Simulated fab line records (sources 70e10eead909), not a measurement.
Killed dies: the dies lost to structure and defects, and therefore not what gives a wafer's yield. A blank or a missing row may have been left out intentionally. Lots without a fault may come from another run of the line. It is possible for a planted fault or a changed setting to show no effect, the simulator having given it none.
fab line records	flow nand_harc	part 1 of 2: steps 1 to 22 of 33
record lots=5	wafers=15	last_day=33
route steps=1302 shown THIN_TSV@1252
lots with no fault: from the same line, run without faults
start_h: start of the lot's first displayed wafer, in hours after the record's first day	wait_h: time in hours since the lot's previous step	" unchanged from the row above	L1.1+2: one row covering several wafers at once	- no value present, or no start provided	* or withheld: withheld	< > ~ a bound
route shown NAME@n: NAME is a module with steps in the file, n the number in the route of the first one	usual: mean/standard deviation taken from wafers without a fault	same: alike in all rows	chamber/n: place in a boat	sites: readings site by site	_std_site: the standard deviation of these	_edge_site: inner sites' mean taken away from outer sites' mean	radius_mm: how far each site lies from the wafer's centre	mask NAME#n: copy n	behind: the most recent tool/chamber to have shaped the wafer	hold: the reason the lot was held/the length of the hold in hours/how it ended	device: which transistor (n, p or np) failed to switch	end of line: at the end of the route, the tests of the same wafers	a step given without rows: its recipe and nothing more	killed: dies that structure and defects cost at the first sort, which is not the same as the wafer's yield	map: a wafer's dies, marking killed ones x, the rest . and places with no die _
set.NAME: the setting that was run; set.NAME@STEP: the one run at that earlier step	model.NAME: the simulator's own value behind a step, which no gauge read
lots at some steps of the route; a table a step, a row a wafer
services: the hour from which a tool's chamber was out of use, counted from the record's first day as start_h (under 0 if before that day), plus the number of hours and why
## steps
# step NHARC_THIN_TSV_HMDS_05
# recipe time_s=30
# usual chill_plate_temp_C=22.98/0.11	exhaust_pa=45.3/0.8
lot.wafer	tool	chamber	start_h	wait_h	chill_plate_temp_C	exhaust_pa
L074.2	litho_track-02	0	-	-	22.88	44.5
L074.3	"	0	"	"	22.89	44.5
L074.5	"	0	"	"	23.05	45.2
L079.4	litho_track-02	0	-	-	22.98	46.7
L079.5	"	0	"	"	23.14	45.3
L079.6	"	0	"	"	23.13	45.4
L092.1	litho_track-02	0	-	-	23.06	45.1
L092.2	"	0	"	"	23.15	45.3
L092.3	"	0	"	"	22.94	45.2
L094.2	litho_track-07	0	-	-	23.01	45.7
L094.5	"	0	"	"	22.97	45.6
L094.6	"	0	"	"	23.26	45.1
L096.1	litho_track-05	0	-	-	23.15	44.2
L096.5	"	0	"	"	22.98	45.5
L096.6	"	0	"	"	22.97	45.1
# step NHARC_THIN_TSV_COAT_06
# recipe spin_rpm=*
# usual chill_plate_temp_C=23.00/0.096	exhaust_pa=44.9/0.82	spin_speed_rpm=*
lot.wafer	tool	chamber	start_h	wait_h	chill_plate_temp_C	exhaust_pa	spin_speed_rpm
L074.2	litho_track-02	0	-	-	22.91	44.7	*
L074.3	"	0	"	"	23.04	43.8	*
L074.5	"	0	"	"	23.08	46.3	*
L079.4	litho_track-02	0	-	-	22.98	45.7	*
L079.5	"	0	"	"	23.09	43.3	*
L079.6	"	0	"	"	22.97	46.2	*
L092.1	litho_track-02	0	-	-	22.93	44.9	*
L092.2	"	0	"	"	22.93	44.0	*
L092.3	"	0	"	"	22.90	44.3	*
L094.2	litho_track-07	0	-	-	22.99	43.7	*
L094.5	"	0	"	"	22.93	44.6	*
L094.6	"	0	"	"	22.90	45.9	*
L096.1	litho_track-05	0	-	-	23.06	44.5	*
L096.5	"	0	"	"	23.00	45.2	*
L096.6	"	0	"	"	22.97	45.3	*
# step NHARC_THIN_TSV_SOFTBAKE_07
# recipe temp_c=122	time_s=95
# usual chill_plate_temp_C=23.00/0.11	exhaust_pa=44.9/0.9
lot.wafer	tool	chamber	start_h	wait_h	chill_plate_temp_C	exhaust_pa
L074.2	litho_track-02	0	-	-	23.12	44.9
L074.3	"	0	"	"	23.12	44.0
L074.5	"	0	"	"	23.06	44.2
L079.4	litho_track-02	0	-	-	22.94	46.1
L079.5	"	0	"	"	23.04	45.5
L079.6	"	0	"	"	22.81	46.1
L092.1	litho_track-02	0	-	-	23.00	45.4
L092.2	"	0	"	"	23.07	45.5
L092.3	"	0	"	"	22.86	46.4
L094.2	litho_track-07	0	-	-	23.29	45.3
L094.5	"	0	"	"	22.98	42.5
L094.6	"	0	"	"	23.28	43.8
L096.1	litho_track-05	0	-	-	23.15	43.3
L096.5	"	0	"	"	23.09	44.9
L096.6	"	0	"	"	23.10	43.8
# step NHARC_THIN_TSV_EBR_08
# usual chill_plate_temp_C=23.01/0.1	exhaust_pa=45.0/0.9
lot.wafer	tool	chamber	start_h	wait_h	chill_plate_temp_C	exhaust_pa
L074.2	litho_track-02	0	-	-	23.07	44.4
L074.3	"	0	"	"	23.06	44.5
L074.5	"	0	"	"	23.13	43.9
L079.4	litho_track-02	0	-	-	23.05	44.7
L079.5	"	0	"	"	23.02	44.7
L079.6	"	0	"	"	23.00	44.7
L092.1	litho_track-02	0	-	-	22.90	44.6
L092.2	"	0	"	"	22.96	44.0
L092.3	"	0	"	"	22.94	43.3
L094.2	litho_track-07	0	-	-	23.22	44.7
L094.5	"	0	"	"	23.03	44.7
L094.6	"	0	"	"	22.88	44.6
L096.1	litho_track-05	0	-	-	23.12	44.6
L096.5	"	0	"	"	22.98	45.5
L096.6	"	0	"	"	23.04	45.5
# step NHARC_THIN_TSV_EXPOSE_09
# recipe na=0.55	dose_mj=30.7	mask_id=TSV
# usual exposure_dose_mJ_cm2=30.68/0.041
lot.wafer	tool	chamber	start_h	wait_h	mask	exposure_dose_mJ_cm2
L074.2	krf_scanner-04	0	560.92	-	TSV#0	30.71
L074.3	"	0	"	"	TSV#0	30.70
L074.5	"	0	"	"	TSV#0	30.67
L079.4	krf_scanner-04	0	592.77	-	TSV#0	30.73
L079.5	"	0	"	"	TSV#0	30.64
L079.6	"	0	"	"	TSV#0	30.70
L092.1	krf_scanner-04	0	747.47	-	TSV#0	30.70
L092.2	"	0	"	"	TSV#0	30.77
L092.3	"	0	"	"	TSV#0	30.72
L094.2	krf_scanner-01	0	756.93	-	TSV#0	30.66
L094.5	"	0	"	"	TSV#0	30.65
L094.6	"	0	"	"	TSV#0	30.62
L096.1	krf_scanner-01	0	759.35	-	TSV#0	30.67
L096.5	"	0	"	"	TSV#0	30.66
L096.6	"	0	"	"	TSV#0	30.65
# step NHARC_THIN_TSV_PEB_10
# recipe peb_temp_c=118	peb_time_s=85
# usual chill_plate_temp_C=23.01/0.11	exhaust_pa=45.0/0.91
# same peb_time_s=85
lot.wafer	tool	chamber	start_h	wait_h	chill_plate_temp_C	exhaust_pa
L074.2	litho_track-05	0	560.98	0.1	22.92	43.8
L074.3	"	0	"	"	23.07	44.5
L074.5	"	0	"	"	23.00	45.5
L079.4	litho_track-07	0	592.82	0.0	22.90	46.3
L079.5	"	0	"	"	23.02	44.4
L079.6	"	0	"	"	23.01	44.6
L092.1	litho_track-02	0	747.53	0.1	23.09	46.3
L092.2	"	0	"	"	23.18	47.2
L092.3	"	0	"	"	23.21	46.7
L094.2	litho_track-05	0	756.99	0.1	22.99	44.6
L094.5	"	0	"	"	23.10	44.3
L094.6	"	0	"	"	23.27	44.7
L096.1	litho_track-02	0	759.42	0.1	23.13	46.8
L096.5	"	0	"	"	23.01	46.0
L096.6	"	0	"	"	22.92	45.7
# step NHARC_THIN_TSV_DEVELOP_11
# recipe time_s=70
# usual chill_plate_temp_C=22.99/0.094	exhaust_pa=44.9/0.87
lot.wafer	tool	chamber	start_h	wait_h	chill_plate_temp_C	exhaust_pa
L074.2	litho_track-05	0	-	-	22.98	44.8
L074.3	"	0	"	"	23.05	44.1
L074.5	"	0	"	"	23.03	45.1
L079.4	litho_track-07	0	-	-	22.91	45.4
L079.5	"	0	"	"	22.92	44.2
L079.6	"	0	"	"	23.03	44.7
L092.1	litho_track-02	0	-	-	22.96	45.1
L092.2	"	0	"	"	22.99	45.9
L092.3	"	0	"	"	23.02	46.2
L094.2	litho_track-05	0	-	-	22.88	45.4
L094.5	"	0	"	"	22.84	45.0
L094.6	"	0	"	"	22.90	43.8
L096.1	litho_track-02	0	-	-	23.00	45.9
L096.5	"	0	"	"	22.98	45.2
L096.6	"	0	"	"	23.08	44.8
# step NHARC_THIN_TSV_CD_MEAS_12
# recipe target_cd_nm=1000	landing_energy_ev=500
# usual cd_nm=1002.0/2.4
lot.wafer	tool	chamber	start_h	wait_h	cd_nm
L074.2	cd_sem-01	0	561.07	-	1003.3
L074.3	"	0	"	"	1003.4
L074.5	"	0	"	"	1003.9
L079.4	cd_sem-03	0	592.92	-	1000.7
L079.5	"	0	"	"	999.0
L079.6	"	0	"	"	1006.1
L092.1	cd_sem-03	0	747.62	-	999.9
L092.2	"	0	"	"	1000.3
L092.3	"	0	"	"	1001.1
L094.2	cd_sem-01	0	757.08	-	1002.9
L094.5	"	0	"	"	1000.8
L094.6	"	0	"	"	1003.8
L096.1	cd_sem-01	0	759.51	-	1000.2
L096.5	"	0	"	"	998.8
L096.6	"	0	"	"	1000.0
# step NHARC_THIN_TSV_HARDBAKE_13
# recipe temp_c=125	time_s=80
# usual chill_plate_temp_C=22.99/0.11	exhaust_pa=45.1/0.92
lot.wafer	tool	chamber	start_h	wait_h	chill_plate_temp_C	exhaust_pa
L074.2	litho_track-07	0	561.15	-	22.86	46.5
L074.3	"	0	"	"	22.95	45.3
L074.5	"	0	"	"	22.83	45.3
L079.4	litho_track-02	0	593.00	-	22.86	43.3
L079.5	"	0	"	"	22.91	44.2
L079.6	"	0	"	"	22.95	43.2
L092.1	litho_track-02	0	747.70	-	22.97	46.1
L092.2	"	0	"	"	22.97	44.5
L092.3	"	0	"	"	22.92	45.8
L094.2	litho_track-05	0	757.16	-	22.96	44.5
L094.5	"	0	"	"	22.96	43.9
L094.6	"	0	"	"	23.02	44.3
L096.1	litho_track-07	0	759.59	-	22.92	45.4
L096.5	"	0	"	"	23.08	45.8
L096.6	"	0	"	"	23.18	45.8
# step NHARC_THIN_TSV_DESCUM_14
# recipe time_s=3	o2_flow_sccm=200	ar_flow_sccm=0	bias_power_w=0	chemistry=O2
# usual drypump_motor_current_A=5.9/0.43	oes_product_au=0.995/0.015	rf_vpp_V=57.6/0.94	showerhead_plenum_p_Torr=1.88/0.083	throttle_valve_pct=11.311/0.0098
lot.wafer	tool	chamber	start_h	wait_h	drypump_motor_current_A	oes_product_au	rf_hours_counter_h	rf_vpp_V	showerhead_plenum_p_Torr	throttle_valve_pct
L074.3	rie_diel-05	2	561.24	-	6.2	0.983	1.3	58.0	1.79	11.325
L074.2	"	0	"	"	5.4	0.978	8.9	57.2	1.95	11.313
L074.5	"	1	"	"	6.1	0.995	-	56.3	1.96	11.314
L079.4	rie_diel-05	1	593.07	-	6.1	0.978	0	58.9	1.96	11.320
L079.5	"	1	"	"	6.2	0.975	-	58.2	1.96	11.325
L079.6	"	2	"	"	6.1	1.010	-	57.0	1.79	11.308
L092.1	rie_diel-09	3	747.79	-	6.0	1.008	4.3	57.4	2.01	11.326
L092.2	"	0	"	"	6.4	1.008	4.2	58.5	1.85	11.307
L092.3	"	1	"	"	5.2	1.008	4.3	57.2	1.77	11.303
L094.2	rie_diel-05	2	757.25	-	6.2	0.991	6.2	54.9	1.79	11.320
L094.5	"	1	"	"	6.1	0.965	-	58.1	1.96	11.309
L094.6	"	2	"	"	6.2	0.996	-	57.0	1.79	11.323
L096.1	rie_diel-05	2	759.68	-	6.2	0.987	6.9	58.4	1.79	11.309
L096.5	"	1	"	"	6.1	0.970	-	58.6	1.96	11.313
L096.6	"	2	"	"	6.2	0.994	-	56.6	1.79	11.316
# step NHARC_THIN_TSV_ETCH_44
# recipe target_depth_a=15942	time_s=797.1	cf4_flow_sccm=150	o2_flow_sccm=10	ar_flow_sccm=0	rf_w=300	bias_w=800	chemistry=CF4/O2
# usual drypump_motor_current_A=5.8/0.44	oes_product_au=0.993/0.014	rf_vpp_V=793/4.6	showerhead_plenum_p_Torr=1.81/0.074	throttle_valve_pct=16.916/0.0091
lot.wafer	tool	chamber	start_h	wait_h	drypump_motor_current_A	oes_product_au	rf_hours_counter_h	rf_vpp_V	showerhead_plenum_p_Torr	throttle_valve_pct
L074.2	rie_diel-05	0	561.43	0.2	5.4	0.978	9.0	796	1.87	16.911
L074.3	"	1	"	"	6.2	1.005	9.0	796	1.87	16.907
L074.5	"	2	"	"	6.2	0.989	-	787	1.72	16.913
L079.4	rie_diel-05	1	593.22	0.1	6.2	0.966	0.1	796	1.87	16.908
L079.5	"	0	"	"	5.4	0.980	-	795	1.87	16.922
L079.6	"	1	"	"	6.2	0.982	-	798	1.87	16.915
L092.1	rie_diel-09	2	747.87	0.1	5.7	0.990	4.6	790	1.78	16.908
L092.3	"	0	"	"	6.4	0.998	4.3	791	1.78	16.919
L092.2	"	1	"	"	5.1	1.001	4.5	787	1.71	16.913
L094.2	rie_diel-05	1	757.32	0.1	6.1	0.975	6.1	798	1.87	16.910
L094.5	"	1	"	"	6.1	0.981	-	796	1.87	16.919
L094.6	"	2	"	"	6.2	0.995	-	788	1.72	16.908
L096.1	rie_diel-05	0	759.93	0.2	5.4	0.990	7.9	797	1.86	16.926
L096.5	"	1	"	"	6.1	0.984	-	795	1.87	16.930
L096.6	"	2	"	"	6.2	1.006	-	787	1.72	16.913
# step NHARC_THIN_TSV_ETCH_15
# recipe target_depth_a=30000	bosch_target_overetch_cycles=2	bosch_etch_step_s=2.8	bosch_dep_step_s=1.2	bosch_cycles=14
# usual drypump_motor_current_A=5.5/0.38
# same bosch_cycles=14	bosch_dep_step_s=1.2
lot.wafer	tool	chamber	start_h	wait_h	drypump_motor_current_A	rf_hours_counter_h
L074.3	rie_si-05	1	561.92	-	6.0	0.33
L074.2	"	2	"	"	6.7	0.36
L074.5	"	0	"	"	5.7	-
L079.4	rie_si-02	3	593.77	-	5.6	0.68
L079.5	"	0	"	"	5.5	-
L079.6	"	1	"	"	5.4	-
L092.2	rie_si-02	1	748.44	-	5.4	0.81
L092.1	"	2	"	"	5.2	0.58
L092.3	"	3	"	"	5.5	0.63
L094.2	rie_si-05	0	757.94	-	5.7	0.59
L094.5	"	1	"	"	6.0	-
L094.6	"	2	"	"	6.7	-
L096.1	rie_si-05	1	760.36	-	6.0	0.64
L096.5	"	0	"	"	5.7	-
L096.6	"	1	"	"	6.0	-
# step NHARC_THIN_TSV_CD_MEAS_16
# usual cd_nm=1002.0/2.3
lot.wafer	tool	chamber	start_h	wait_h	cd_nm
L074.2	cd_sem-02	-	562.05	0.1	1002.6
L074.3	"	-	"	"	1003.4
L074.5	"	-	"	"	1002.9
L079.4	cd_sem-02	-	593.88	0.1	999.7
L079.5	"	-	"	"	998.9
L079.6	"	-	"	"	1005.6
L092.1	cd_sem-02	-	748.58	0.1	1000.6
L092.2	"	-	"	"	1000.8
L092.3	"	-	"	"	999.2
L094.2	cd_sem-01	-	758.05	0.1	1002.7
L094.5	"	-	"	"	999.6
L094.6	"	-	"	"	1003.7
L096.1	cd_sem-02	-	760.49	0.1	1001.9
L096.5	"	-	"	"	997.6
L096.6	"	-	"	"	1000.3
# step NHARC_THIN_TSV_STRIP_45
# recipe power_w=1500	temp_c=250	chemistry=O2
# usual drypump_motor_current_A=5.2/0.49	heater_power_w=314/20	temp_c=249.98/0.19
lot.wafer	tool	chamber	start_h	wait_h	drypump_motor_current_A	heater_power_w	rf_hours_counter_h	temp_c
L074.2	plasma_asher-02	1	562.16	0.1	5.1	297	26	249.81
L074.3	"	1	"	"	5.1	303	-	249.86
L074.5	"	1	"	"	5.1	299	-	250.13
L079.4	plasma_asher-01	1	594.09	0.2	6.1	300	-	249.96
L079.5	"	0	"	"	5.1	296	-	250.11
L079.6	"	1	"	"	6.1	300	-	249.81
L092.2	plasma_asher-02	1	748.66	0.1	5.0	301	26	250.06
L092.1	"	0	"	"	4.7	343	26	250.17
L092.3	"	0	"	"	4.7	349	-	249.97
L094.2	plasma_asher-02	0	758.17	0.1	4.7	339	28	249.97
L094.5	"	1	"	"	5.1	309	-	250.03
L094.6	"	0	"	"	4.7	343	-	250.30
L096.1	plasma_asher-02	1	760.63	0.1	5.0	308	29	249.97
L096.5	"	0	"	"	4.7	339	-	250.05
L096.6	"	1	"	"	5.1	309	-	250.06
# step NHARC_THIN_TSV_STRIP_46
# recipe time_s=1200	temp_c=72.5	chemistry=post_etch_residue_remover
# usual temp_c=72.50/0.13
lot.wafer	tool	chamber	start_h	wait_h	temp_c
L074.3	wet_bench-10	6	562.46	0.2	72.40
L074.2	"	2	"	"	72.53
L074.5	"	3	"	"	72.66
L079.4	wet_bench-08	0	594.30	0.2	72.58
L079.6	"	3	"	"	72.55
L079.5	"	4	"	"	72.59
L092.3	wet_bench-08	7	749.02	0.2	72.41
L092.2	"	2	"	"	72.68
L092.1	"	3	"	"	72.24
L094.2	wet_bench-10	4	758.47	0.3	72.49
L094.6	"	5	"	"	72.28
L094.5	"	1	"	"	72.64
L096.1	wet_bench-08	6	760.93	0.3	72.46
L096.6	"	7	"	"	72.27
L096.5	"	0	"	"	72.68
# step NHARC_THIN_TSV_DEP_47
# recipe target_thk_a=2000	temp_c=withheld	pressure_torr=6.5	rf_w=900	teos_flow_sccm=161.4	flow_sccm=2650	target_thk_nm=200	gas=O2	material=SiO2
# usual throttle_valve_pct=15.8/0.42
lot.wafer	tool	chamber	start_h	wait_h	throttle_valve_pct
L074.2	pecvd-01	1	562.91	-	15.8
L074.3	"	2	"	"	15.4
L074.5	"	2	"	"	15.7
L079.6	pecvd-01	2	594.89	-	15.5
L079.5	"	0	"	"	15.9
L079.4	"	1	"	"	15.9
L092.3	pecvd-01	1	749.46	-	16.1
L092.1	"	2	"	"	15.4
L092.2	"	0	"	"	16.4
L094.2	pecvd-03	2	758.97	-	16.1
L094.5	"	1	"	"	15.9
L094.6	"	0	"	"	15.4
L096.1	pecvd-01	2	761.48	-	15.3
L096.6	"	0	"	"	16.1
L096.5	"	1	"	"	15.8
# step NHARC_THIN_TSV_ETCHBACK_48
# recipe target_depth_a=10285	over_etch_frac=0.3	time_s=405.17	ion_energy_ev=250	c4f8_flow_sccm=withheld	ar_flow_sccm=withheld	rf_w=600	bias_w=300	chemistry=C4F8/Ar
# usual oes_product_au=0.94/0.034	rf_vpp_V=545/3.4
lot.wafer	tool	chamber	start_h	wait_h	oes_product_au	rf_hours_counter_h	rf_vpp_V
L074.2	rie_diel-09	1	563.36	-	0.91	3.0	541
L074.3	"	3	"	"	0.92	3.3	551
L074.5	"	1	"	"	0.92	-	542
L079.4	rie_diel-07	2	595.19	-	0.98	5.2	550
L079.6	"	1	"	"	0.98	-	544
L079.5	"	2	"	"	0.99	-	551
L092.1	rie_diel-07	1	749.86	-	0.91	3.3	543
L092.2	"	2	"	"	0.93	3.4	551
L092.3	"	3	"	"	0.93	4.4	543
L094.2	rie_diel-07	2	759.40	-	0.98	3.8	551
L094.6	"	0	"	"	0.94	-	542
L094.5	"	1	"	"	0.95	-	543
L096.1	rie_diel-07	1	761.82	-	0.98	4.0	544
L096.5	"	0	"	"	0.99	-	541
L096.6	"	1	"	"	0.98	-	543
# step NHARC_THIN_TSV_STRIP_62
# recipe power_w=1500	temp_c=250	time_s=20	chemistry=N2/H2
# usual drypump_motor_current_A=5.1/0.46	heater_power_w=316/21	temp_c=249.98/0.19
lot.wafer	tool	chamber	start_h	wait_h	drypump_motor_current_A	heater_power_w	rf_hours_counter_h	temp_c
L074.2	plasma_asher-02	0	563.77	-	4.7	347	26	249.99
L074.3	"	0	"	"	4.7	342	-	249.96
L074.5	"	0	"	"	4.7	340	-	249.94
L079.4	plasma_asher-02	1	595.55	-	5.1	307	-	249.82
L079.6	"	1	"	"	5.1	293	-	249.84
L079.5	"	0	"	"	4.7	337	-	250.19
L092.2	plasma_asher-02	1	750.21	-	5.0	310	27	249.98
L092.1	"	0	"	"	4.7	349	27	249.84
L092.3	"	1	"	"	5.0	307	-	250.19
L094.2	plasma_asher-01	1	759.71	-	6.1	284	11	250.00
L094.5	"	0	"	"	5.0	304	-	250.20
L094.6	"	1	"	"	6.1	293	-	250.14
L096.1	plasma_asher-02	0	762.24	-	4.7	350	30	249.76
L096.6	"	1	"	"	5.0	309	-	250.23
L096.5	"	0	"	"	4.7	352	-	249.79
# step NHARC_THIN_TSV_DEGAS_49
# recipe temp_c=300	time_s=120
# usual heater_power_w=484/54
lot.wafer	tool	chamber	start_h	wait_h	heater_power_w
L074.2	pvd_sputter-03	-	563.92	0.1	419
L074.3	"	-	"	"	442
L074.5	"	-	"	"	425
L079.4	pvd_sputter-01	-	595.69	0.1	390
L079.6	"	-	"	"	495
L079.5	"	-	"	"	382
L092.2	pvd_sputter-03	-	750.40	0.2	552
L092.3	"	-	"	"	458
L092.1	"	-	"	"	431
L094.2	pvd_sputter-03	-	759.91	0.2	543
L094.6	"	-	"	"	462
L094.5	"	-	"	"	418
L096.1	pvd_sputter-02	-	762.39	0.1	500
L096.6	"	-	"	"	509
L096.5	"	-	"	"	567
# step NHARC_THIN_TSV_PRE_CLEAN_50
# recipe time_s=30	temp_c=280	gas=H2/He
# usual heater_power_w=423/52
lot.wafer	tool	chamber	start_h	wait_h	heater_power_w
L074.2	pvd_sputter-03	-	-	-	375
L074.3	"	-	"	"	375
L074.5	"	-	"	"	366
L079.4	pvd_sputter-01	-	-	-	385
L079.5	"	-	"	"	341
L079.6	"	-	"	"	373
L092.2	pvd_sputter-03	-	-	-	377
L092.1	"	-	"	"	385
L092.3	"	-	"	"	481
L094.2	pvd_sputter-03	-	-	-	485
L094.5	"	-	"	"	383
L094.6	"	-	"	"	387
L096.1	pvd_sputter-02	-	-	-	501
L096.6	"	-	"	"	444
L096.5	"	-	"	"	500
# step NHARC_THIN_TSV_PVD_19
# recipe target_thk_a=200	chamber_pressure_pa=5	material=TaN
# usual throttle_valve_pct=29.8/1.2
lot.wafer	tool	chamber	start_h	wait_h	throttle_valve_pct
L074.2	pvd_sputter-03	-	-	-	30.4
L074.3	"	-	"	"	29.1
L074.5	"	-	"	"	29.0
L079.4	pvd_sputter-01	-	-	-	29.9
L079.6	"	-	"	"	32.0
L079.5	"	-	"	"	30.4
L092.3	pvd_sputter-03	-	-	-	30.4
L092.1	"	-	"	"	30.0
L092.2	"	-	"	"	30.2
L094.2	pvd_sputter-03	-	-	-	30.4
L094.6	"	-	"	"	29.3
L094.5	"	-	"	"	30.3
L096.1	pvd_sputter-02	-	-	-	29.5
L096.5	"	-	"	"	29.9
L096.6	"	-	"	"	28.5
# step NHARC_THIN_TSV_PVD_51
# recipe target_thk_a=1000	chamber_pressure_pa=5	material=Cu
# usual throttle_valve_pct=29.9/1.1
lot.wafer	tool	chamber	start_h	wait_h	throttle_valve_pct
L074.3	pvd_sputter-03	-	-	-	29.3
L074.2	"	-	"	"	29.2
L074.5	"	-	"	"	30.5
L079.4	pvd_sputter-01	-	-	-	31.7
L079.6	"	-	"	"	30.3
L079.5	"	-	"	"	31.8
L092.1	pvd_sputter-03	-	-	-	28.9
L092.3	"	-	"	"	30.7
L092.2	"	-	"	"	30.4
L094.2	pvd_sputter-03	-	-	-	30.4
L094.6	"	-	"	"	30.0
L094.5	"	-	"	"	30.4
L096.1	pvd_sputter-02	-	-	-	29.5
L096.5	"	-	"	"	29.4
L096.6	"	-	"	"	28.2
